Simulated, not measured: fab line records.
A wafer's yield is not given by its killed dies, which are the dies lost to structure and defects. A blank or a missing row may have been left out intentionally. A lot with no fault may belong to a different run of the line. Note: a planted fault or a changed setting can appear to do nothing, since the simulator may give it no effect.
Split-lot trial / flow n5Finfet / 21 wafers read from 7 lots, route of 1938 steps

== ON THE SPLIT ==
At N5_BEOL_M5_COAT_66 (time 60 s, resist thk 12 nm), the setting spinRpm was moved away from the recipe's 1500 rpm on 5 of the 21 wafers read, by -7.5% to +6.5%. For the rest of the wafers, this setting stayed at what the recipe calls for.

== FROM THE SPLIT TO THE READING: what the file shows between them, 4 steps ==
- N5_BEOL_M5_COAT_74: time 60 s, resist thk 5 nm
- N5_BEOL_M5_COAT_22: resist thk 30 nm
- N5_BEOL_M5_DESCUM_33: chemistry O2, time 7 s
- N5_BEOL_M5_ETCH_75: etches underlayer in N2/H2, target depth 6.5 nm, time 5.2 s

== THE READING ==
etch.depthNm (the simulator's own value, which no gauge read), in nm, at N5_BEOL_M5_ETCH_67 (etches SiARC in CF4, target depth 15.6 nm, time 26 s). There is no usual value for it anywhere in the file. Here, 16 wafers ran the recipe; their average is 12.02 nm with a standard deviation of 0.036 nm.

wafer=L077.2; tool, chamber at the split=lithoTrack-03, 0; spinRpm as run, rpm=1597; against the recipe=+6.5%; etch.depthNm, nm=11.67; against lot-mates on the recipe=-0.34
wafer=L077.4; tool, chamber at the split=lithoTrack-03, 0; spinRpm as run, rpm=1500; against the recipe=recipe; etch.depthNm, nm=12.01; against lot-mates on the recipe=-
wafer=L077.5; tool, chamber at the split=lithoTrack-03, 0; spinRpm as run, rpm=1597; against the recipe=+6.5%; etch.depthNm, nm=11.65; against lot-mates on the recipe=-0.36
wafer=L078.1; tool, chamber at the split=lithoTrack-03, 0; spinRpm as run, rpm=1500; against the recipe=recipe; etch.depthNm, nm=12.02; against lot-mates on the recipe=-
wafer=L078.2; tool, chamber at the split=lithoTrack-03, 0; spinRpm as run, rpm=1387; against the recipe=-7.5%; etch.depthNm, nm=12.47; against lot-mates on the recipe=+0.45
wafer=L078.3; tool, chamber at the split=lithoTrack-03, 0; spinRpm as run, rpm=1387; against the recipe=-7.5%; etch.depthNm, nm=12.5; against lot-mates on the recipe=+0.48
wafer=L079.2; tool, chamber at the split=lithoTrack-01, 0; spinRpm as run, rpm=1500; against the recipe=recipe; etch.depthNm, nm=12.08; against lot-mates on the recipe=-
wafer=L079.3; tool, chamber at the split=lithoTrack-01, 0; spinRpm as run, rpm=1500; against the recipe=recipe; etch.depthNm, nm=12.08; against lot-mates on the recipe=-
wafer=L079.6; tool, chamber at the split=lithoTrack-01, 0; spinRpm as run, rpm=1500; against the recipe=recipe; etch.depthNm, nm=12.09; against lot-mates on the recipe=-
wafer=L081.3; tool, chamber at the split=lithoTrack-01, 0; spinRpm as run, rpm=1500; against the recipe=recipe; etch.depthNm, nm=11.98; against lot-mates on the recipe=-
wafer=L081.5; tool, chamber at the split=lithoTrack-01, 0; spinRpm as run, rpm=1500; against the recipe=recipe; etch.depthNm, nm=11.99; against lot-mates on the recipe=-
wafer=L081.6; tool, chamber at the split=lithoTrack-01, 0; spinRpm as run, rpm=1500; against the recipe=recipe; etch.depthNm, nm=12.02; against lot-mates on the recipe=-
wafer=L093.1; tool, chamber at the split=lithoTrack-01, 0; spinRpm as run, rpm=1500; against the recipe=recipe; etch.depthNm, nm=12; against lot-mates on the recipe=-
wafer=L093.3; tool, chamber at the split=lithoTrack-01, 0; spinRpm as run, rpm=1551; against the recipe=+3.4%; etch.depthNm, nm=11.78; against lot-mates on the recipe=-0.22
wafer=L093.5; tool, chamber at the split=lithoTrack-01, 0; spinRpm as run, rpm=1500; against the recipe=recipe; etch.depthNm, nm=11.99; against lot-mates on the recipe=-
wafer=L095.1; tool, chamber at the split=lithoTrack-03, 0; spinRpm as run, rpm=1500; against the recipe=recipe; etch.depthNm, nm=12.04; against lot-mates on the recipe=-
wafer=L095.2; tool, chamber at the split=lithoTrack-03, 0; spinRpm as run, rpm=1500; against the recipe=recipe; etch.depthNm, nm=12.01; against lot-mates on the recipe=-
wafer=L095.5; tool, chamber at the split=lithoTrack-03, 0; spinRpm as run, rpm=1500; against the recipe=recipe; etch.depthNm, nm=12.01; against lot-mates on the recipe=-
wafer=L096.1; tool, chamber at the split=lithoTrack-05, 0; spinRpm as run, rpm=1500; against the recipe=recipe; etch.depthNm, nm=12.02; against lot-mates on the recipe=-
wafer=L096.5; tool, chamber at the split=lithoTrack-05, 0; spinRpm as run, rpm=1500; against the recipe=recipe; etch.depthNm, nm=12.02; against lot-mates on the recipe=-
wafer=L096.2; tool, chamber at the split=lithoTrack-05, 0; spinRpm as run, rpm=1500; against the recipe=recipe; etch.depthNm, nm=11.96; against lot-mates on the recipe=-

FIT RESULTS
A straight line over all 21 wafers: etch.depthNm changes by -0.0598 nm for each +1% of spinRpm; r = -0.98; the points scatter about the line by 0.035 nm.
The same after taking each lot's own level away (the mean of its wafers on the recipe; 21 wafers): -0.0588 nm for each +1%; r = -0.99; scatter 0.02 nm.
According to that fit, moving spinRpm by its largest amount changes the reading by 0.44 nm.
Measured against the standard deviation above, the lots' own levels, which go from 11.995 to 12.083 nm, span 2.5 times it.
So the lot-to-lot level changes the slope little: the two slopes agree.
Check: for one of the wafers moved furthest among these (-7.5%), held out of the fit, the line's prediction against its lot-mates is +0.446 nm. It came out at +0.45 nm against them.

== THE WHOLE CHAIN: every reading that the file lists as answering this split, in the file's order ==
step=N5_BEOL_M5_COAT_66; what it does=time 60 s, resist thk 12 nm; reading=SiARC_of_BEOL_M5_COAT_66.thkNm (the simulator's own value, which no gauge read); change (the file's fit)=-0.0639 nm for each +1% of the setting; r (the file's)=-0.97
step=N5_BEOL_M5_ETCH_67; what it does=etches SiARC in CF4, target depth 15.6 nm, time 26 s; reading=CAR-EUV_of_BEOL_M5_COAT_22.thkNm (the simulator's own value, which no gauge read); change (the file's fit)=+0.0539 nm for each +1% of the setting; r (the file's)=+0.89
step=N5_BEOL_M5_ETCH_67; what it does=etches SiARC in CF4, target depth 15.6 nm, time 26 s; reading=etch.depthNm (the simulator's own value, which no gauge read); change (the file's fit)=-0.0595 nm for each +1% of the setting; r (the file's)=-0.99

== THE FILE'S OWN FIT ==
etch.depthNm changes by -0.0595 nm for each +1% of spinRpm, r = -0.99.
